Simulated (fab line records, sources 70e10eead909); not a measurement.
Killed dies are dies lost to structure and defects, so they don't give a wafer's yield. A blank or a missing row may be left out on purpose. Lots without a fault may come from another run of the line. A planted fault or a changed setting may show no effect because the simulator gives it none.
Which tool did it? | flow nand_harc | 7 lots, 21 wafers sampled, at 1 step of a route of 1302

WHAT THE GAUGES READ, wafer by wafer
NHARC_A_CONTACT_INSPECT_44.
lot  | measured     | on                | raw_defect_count
L885 | day 21 04:01 | defect_inspect-02 | 88 94 80
L886 | day 22 11:01 | defect_inspect-01 | 95 94 83
L890 | day 23 20:47 | defect_inspect-02 | 64 55 71
L893 | day 24 14:05 | defect_inspect-01 | 107 81 73
L895 | day 25 06:47 | defect_inspect-02 | 73 57 74
L901 | day 27 16:08 | defect_inspect-02 | 109 93 105
L902 | day 29 01:23 | defect_inspect-01 | 78 69 69

WHICH TOOL RAN EACH LOT (tool, then ch and the chambers of the sampled wafers, then the start)
The record holds no process step before these readings.

THE ANSWER, worked out from the rows above alone
Rule: what is usual is taken from the lots themselves. Put in order of their means at a reading, lots are off if they are a third of the lots or fewer, leave a main group of 4 or more, and stand apart from it by a gap of 3 or more times the standard deviation of the main group's means; of several such gaps the widest counts. A main group whose means are all the same, to the digits that the tables above print for the reading, isn't used. A lot without any number at a reading at which 4 lots or more have one is off too. The other lots that the step has rows for count as sound.
No lot is off at any reading shown: from this, nothing can be told.

WHAT THE SIMULATOR HAD PUT IN
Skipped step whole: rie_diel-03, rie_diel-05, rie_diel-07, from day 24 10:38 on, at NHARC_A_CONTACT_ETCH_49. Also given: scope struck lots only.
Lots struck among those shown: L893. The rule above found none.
